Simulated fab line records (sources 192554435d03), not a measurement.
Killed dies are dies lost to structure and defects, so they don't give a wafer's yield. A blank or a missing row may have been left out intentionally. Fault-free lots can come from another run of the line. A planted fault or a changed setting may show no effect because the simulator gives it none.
Split-lot study :: flow n5Finfet :: on a route of 1938 steps: 7 lots, 21 wafers read

ON THE SPLIT
At N5_BEOL_M2_DESCUM_16 (chemistry O2, time 7 s), the setting timeS was moved away from the recipe's 7 s on 10 of the 21 wafers read, by -10.6% to +22.0%. The other wafers ran this setting at the recipe's value.

Reading taken at the split's own step.

THE READING
CAR-EUV_of_BEOL_M2_COAT_05.thkNm (the simulator's own value, which no gauge read), in nm, at N5_BEOL_M2_DESCUM_16 (chemistry O2, time 7 s). The file gives no usual value for it. The 11 wafers here that ran the recipe average 26.1 nm, standard deviation 0.1 nm.

wafer: L075.2
tool, chamber at the split: rieDiel-02, 2,1
timeS as run, s: 7
against the recipe: recipe
CAR-EUV_of_BEOL_M2_COAT_05.thkNm, nm: 26
against lot-mates on the recipe: -

wafer: L075.4
tool, chamber at the split: rieDiel-02, 2,1
timeS as run, s: 7
against the recipe: recipe
CAR-EUV_of_BEOL_M2_COAT_05.thkNm, nm: 26
against lot-mates on the recipe: -

wafer: L075.3
tool, chamber at the split: rieDiel-02, 3
timeS as run, s: 7
against the recipe: recipe
CAR-EUV_of_BEOL_M2_COAT_05.thkNm, nm: 26.2
against lot-mates on the recipe: -

wafer: L081.3
tool, chamber at the split: rieDiel-01, 1,2
timeS as run, s: 7
against the recipe: recipe
CAR-EUV_of_BEOL_M2_COAT_05.thkNm, nm: 26
against lot-mates on the recipe: -

wafer: L081.6
tool, chamber at the split: rieDiel-01, 1,2
timeS as run, s: 7
against the recipe: recipe
CAR-EUV_of_BEOL_M2_COAT_05.thkNm, nm: 26
against lot-mates on the recipe: -

wafer: L081.5
tool, chamber at the split: rieDiel-01, 3
timeS as run, s: 8.413
against the recipe: +20.2%
CAR-EUV_of_BEOL_M2_COAT_05.thkNm, nm: 25.4
against lot-mates on the recipe: -0.6

wafer: L083.3
tool, chamber at the split: rieDiel-02, 0
timeS as run, s: 7
against the recipe: recipe
CAR-EUV_of_BEOL_M2_COAT_05.thkNm, nm: 26
against lot-mates on the recipe: -

wafer: L083.5
tool, chamber at the split: rieDiel-02, 0
timeS as run, s: 7
against the recipe: recipe
CAR-EUV_of_BEOL_M2_COAT_05.thkNm, nm: 26.2
against lot-mates on the recipe: -

wafer: L083.6
tool, chamber at the split: rieDiel-02, 1
timeS as run, s: 8.347
against the recipe: +19.2%
CAR-EUV_of_BEOL_M2_COAT_05.thkNm, nm: 25.4
against lot-mates on the recipe: -0.7

wafer: L085.4
tool, chamber at the split: rieDiel-04, 2
timeS as run, s: 7
against the recipe: recipe
CAR-EUV_of_BEOL_M2_COAT_05.thkNm, nm: 26.2
against lot-mates on the recipe: -

wafer: L085.6
tool, chamber at the split: rieDiel-04, 2
timeS as run, s: 7
against the recipe: recipe
CAR-EUV_of_BEOL_M2_COAT_05.thkNm, nm: 26.2
against lot-mates on the recipe: -

wafer: L085.5
tool, chamber at the split: rieDiel-04, 1
timeS as run, s: 6.256
against the recipe: -10.6%
CAR-EUV_of_BEOL_M2_COAT_05.thkNm, nm: 26.6
against lot-mates on the recipe: +0.4

wafer: L089.1
tool, chamber at the split: rieDiel-04, 0,3
timeS as run, s: 8.008
against the recipe: +14.4%
CAR-EUV_of_BEOL_M2_COAT_05.thkNm, nm: 25.6
against lot-mates on the recipe: -0.6

wafer: L089.3
tool, chamber at the split: rieDiel-04, 0,3
timeS as run, s: 8.008
against the recipe: +14.4%
CAR-EUV_of_BEOL_M2_COAT_05.thkNm, nm: 25.6
against lot-mates on the recipe: -0.6

wafer: L089.6
tool, chamber at the split: rieDiel-04, 2
timeS as run, s: 7
against the recipe: recipe
CAR-EUV_of_BEOL_M2_COAT_05.thkNm, nm: 26.2
against lot-mates on the recipe: -

wafer: L094.1
tool, chamber at the split: rieDiel-01, 3
timeS as run, s: 8.541
against the recipe: +22.0%
CAR-EUV_of_BEOL_M2_COAT_05.thkNm, nm: 25.2
against lot-mates on the recipe: -1.0

wafer: L094.6
tool, chamber at the split: rieDiel-01, 3
timeS as run, s: 8.541
against the recipe: +22.0%
CAR-EUV_of_BEOL_M2_COAT_05.thkNm, nm: 25.2
against lot-mates on the recipe: -1.0

wafer: L094.3
tool, chamber at the split: rieDiel-01, 2
timeS as run, s: 7
against the recipe: recipe
CAR-EUV_of_BEOL_M2_COAT_05.thkNm, nm: 26.2
against lot-mates on the recipe: -

wafer: L096.1
tool, chamber at the split: rieDiel-04, 1,3,0
timeS as run, s: 6.318
against the recipe: -9.7%
CAR-EUV_of_BEOL_M2_COAT_05.thkNm, nm: 26.4
against lot-mates on the recipe: no lot-mate on the recipe

wafer: L096.4
tool, chamber at the split: rieDiel-04, 1,3,0
timeS as run, s: 6.318
against the recipe: -9.7%
CAR-EUV_of_BEOL_M2_COAT_05.thkNm, nm: 26.4
against lot-mates on the recipe: no lot-mate on the recipe

wafer: L096.5
tool, chamber at the split: rieDiel-04, 1,3,0
timeS as run, s: 6.318
against the recipe: -9.7%
CAR-EUV_of_BEOL_M2_COAT_05.thkNm, nm: 26.4
against lot-mates on the recipe: no lot-mate on the recipe
When a row names more than one chamber, that row covers several wafers, and the file does not tell which wafer ran in which chamber.

FIT RESULTS
A straight line over all 21 wafers: CAR-EUV_of_BEOL_M2_COAT_05.thkNm changes by -0.0374 nm for each +1% of timeS; r = -0.98; the points scatter about the line by 0.089 nm.
The same after taking each lot's own level away (the mean of its wafers on the recipe; 18 wafers): -0.04 nm for each +1%; r = -0.98; scatter 0.088 nm.
The reading moves by 0.88 nm for the largest change in timeS, on that fit.
The lots' own levels span 26.00 to 26.20 nm, that is 2.0 times the standard deviation above.
The two slopes agree, so the slope changes little with the lot-to-lot level.
Check: -0.85 nm against its lot-mates is what the line predicts for one of the wafers moved furthest among these (+22.0%) when that wafer is left out of the fit. It came out at -1 nm against them.

THESE WAFERS: OTHER SPLITS
Before the reading, these wafers also passed through other splits. Each is held against what the fit with the lots' levels taken away leaves over:
other split on the same wafers: N5_MOL_CONTACT_COAG_CVD_140 targetThkA
wafers away from the commonest value: 7
r with CAR-EUV_of_BEOL_M2_COAT_05.thkNm (lot level and that fit taken away): +0.09

other split on the same wafers: N5_BEOL_M0_SAQP_ETCH_106 targetDepthA
wafers away from the commonest value: 7
r with CAR-EUV_of_BEOL_M2_COAT_05.thkNm (lot level and that fit taken away): -0.35

other split on the same wafers: N5_BEOL_M0_SAQP_ETCH_107 biasW
wafers away from the commonest value: 5
r with CAR-EUV_of_BEOL_M2_COAT_05.thkNm (lot level and that fit taken away): +0.49

other split on the same wafers: N5_BEOL_M1_EXPOSE_08 doseMj
wafers away from the commonest value: 7
r with CAR-EUV_of_BEOL_M2_COAT_05.thkNm (lot level and that fit taken away): +0.18

other split on the same wafers: N5_BEOL_M1_ETCH_74 biasW
wafers away from the commonest value: 11
r with CAR-EUV_of_BEOL_M2_COAT_05.thkNm (lot level and that fit taken away): +0.41

FILE'S OWN FIT
CAR-EUV_of_BEOL_M2_COAT_05.thkNm changes by -0.0382 nm for each +1% of timeS, r = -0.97.
